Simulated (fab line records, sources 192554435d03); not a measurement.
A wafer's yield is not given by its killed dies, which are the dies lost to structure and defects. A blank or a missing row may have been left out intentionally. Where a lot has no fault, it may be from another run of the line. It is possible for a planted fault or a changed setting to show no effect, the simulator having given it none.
Lot-split experiment + flow n5Finfet + 21 wafers read from 7 lots, route of 1938 steps

## SPLIT DETAILS
At N5_BEOL_M1_HM_DEP_02 (deposits TiN, target thk 20 nm), the setting targetThkA was moved away from the recipe's 200 angstrom on 4 of the 21 wafers read, by -5.0% to +8.3%. All remaining wafers had this setting at the recipe value.

## FROM THE SPLIT TO THE READING: what the file shows between them, 8 steps
- N5_BEOL_M1_COAT_61: time 60 s, resist thk 60 nm
- N5_BEOL_M1_COAT_62: time 60 s, resist thk 12 nm
- N5_BEOL_M1_STRIP_75: strips in N2/H2
- N5_BEOL_M1_STRIP_66: strips in CF4
- N5_BEOL_M1_HM_OPEN_17: chemistry Cl2/BCl3, target TiN, target depth 20 nm, overetch 6 nm
- N5_BEOL_M1_STRIP_19: strips in O2
- N5_BEOL_M1_STRIP_83: strips in C4F6/O2
- N5_BEOL_M1_STRIP_36: strips in N2/H2

## THE READING
TiN_of_BEOL_M1_HM_DEP_02.thkNm (the simulator's own value, which no gauge read), in nm, at N5_BEOL_M1_TRENCH_ETCH_37 (etches SiOC in C4F6/O2, target depth 55.207 nm, time 29 s). There is no usual value for it anywhere in the file. Average 17.8 nm, standard deviation 0.21 nm, over the 17 wafers here run with the recipe.

| wafer  | tool, chamber at the split | targetThkA as run, angstrom | against the recipe | TiN_of_BEOL_M1_HM_DEP_02.thkNm, nm | against lot-mates on the recipe |
|--------|----------------------------|-----------------------------|--------------------|------------------------------------|---------------------------------|
| L074.1 | pvdSputter-02, -           | 200                         | recipe             | 17.6                               | -                               |
| L074.3 | pvdSputter-02, -           | 200                         | recipe             | 17.6                               | -                               |
| L074.5 | pvdSputter-02, -           | 200                         | recipe             | 17.6                               | -                               |
| L078.1 | pvdSputter-03, -           | 200                         | recipe             | 17.6                               | -                               |
| L078.2 | pvdSputter-03, -           | 200                         | recipe             | 17.8                               | -                               |
| L078.5 | pvdSputter-03, -           | 200                         | recipe             | 17.8                               | -                               |
| L080.1 | pvdSputter-02, -           | 190                         | -5.0%              | 16.6                               | -1.2                            |
| L080.4 | pvdSputter-02, -           | 190                         | -5.0%              | 16.6                               | -1.2                            |
| L080.3 | pvdSputter-02, -           | 200                         | recipe             | 17.8                               | -                               |
| L086.1 | pvdSputter-02, -           | 200                         | recipe             | 18                                 | -                               |
| L086.4 | pvdSputter-02, -           | 200                         | recipe             | 18                                 | -                               |
| L086.3 | pvdSputter-02, -           | 200                         | recipe             | 17.6                               | -                               |
| L087.1 | pvdSputter-02, -           | 200                         | recipe             | 17.8                               | -                               |
| L087.2 | pvdSputter-02, -           | 200                         | recipe             | 17.8                               | -                               |
| L087.3 | pvdSputter-02, -           | 200                         | recipe             | 18.2                               | -                               |
| L088.1 | pvdSputter-02, -           | 216.7                       | +8.3%              | 19.6                               | +1.8                            |
| L088.3 | pvdSputter-02, -           | 216.7                       | +8.3%              | 19.6                               | +1.8                            |
| L088.2 | pvdSputter-02, -           | 200                         | recipe             | 17.8                               | -                               |
| L096.2 | pvdSputter-01, -           | 200                         | recipe             | 18.2                               | -                               |
| L096.6 | pvdSputter-01, -           | 200                         | recipe             | 18.2                               | -                               |
| L096.3 | pvdSputter-01, -           | 200                         | recipe             | 18                                 | -                               |

THE FIT
A straight line over all 21 wafers: TiN_of_BEOL_M1_HM_DEP_02.thkNm changes by +0.221 nm for each +1% of targetThkA; r = +0.96; the points scatter about the line by 0.21 nm.
The same after taking each lot's own level away (the mean of its wafers on the recipe; 21 wafers): +0.223 nm for each +1%; r = +0.98; scatter 0.12 nm.
That fit puts the effect of the largest move of targetThkA on the reading at 1.9 nm.
Measured against the standard deviation above, the lots' own levels, which go from 17.60 to 18.13 nm, span 2.5 times it.
Consequently the slope shifts little with the lot-to-lot level, the two slopes agreeing.
Check: for one of the wafers moved furthest among these (+8.3%), held out of the fit, the line's prediction against its lot-mates is +1.87 nm. It came out at +1.8 nm against them.

## OTHER SPLITS ON THESE WAFERS
Before the reading, these wafers also passed through other splits. Each is held against what the fit with the lots' levels taken away leaves over:
| other split on the same wafers       | wafers away from the commonest value | r with TiN_of_BEOL_M1_HM_DEP_02.thkNm (lot level and that fit taken away) |
|--------------------------------------|--------------------------------------|---------------------------------------------------------------------------|
| N5_MOL_CONTACT_COAG_ALD_27 aldCycles | 11                                   | -0.15                                                                     |
| N5_BEOL_M0_SAQP_PECVD_96 timeS       | 7                                    | +0.11                                                                     |
| N5_BEOL_M0_SAQP_COAT_08 spinRpm      | 6                                    | +0.15                                                                     |
| N5_BEOL_M1_PECVD_72 timeS            | 12                                   | +0.10                                                                     |

## THE WHOLE CHAIN: every reading that the file lists as answering this split, in the file's order
| step                      | what it does                                                      | reading                                                                         | change (the file's fit)               | r (the file's) |
|---------------------------|-------------------------------------------------------------------|---------------------------------------------------------------------------------|---------------------------------------|----------------|
| N5_BEOL_M1_HM_DEP_02      | deposits TiN, target thk 20 nm                                    | TiN_of_BEOL_M1_HM_DEP_02.thkNm (the simulator's own value, which no gauge read) | +0.231 nm for each +1% of the setting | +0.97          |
| N5_BEOL_M1_HM_OPEN_17     | chemistry Cl2/BCl3, target TiN, target depth 20 nm, overetch 6 nm | etch.depthNm (the simulator's own value, which no gauge read)                   | +0.225 nm for each +1% of the setting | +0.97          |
| N5_BEOL_M1_TRENCH_ETCH_37 | etches SiOC in C4F6/O2, target depth 55.207 nm, time 29 s         | TiN_of_BEOL_M1_HM_DEP_02.thkNm (the simulator's own value, which no gauge read) | +0.222 nm for each +1% of the setting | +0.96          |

## FILE'S OWN FIT
TiN_of_BEOL_M1_HM_DEP_02.thkNm changes by +0.222 nm for each +1% of targetThkA, r = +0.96.
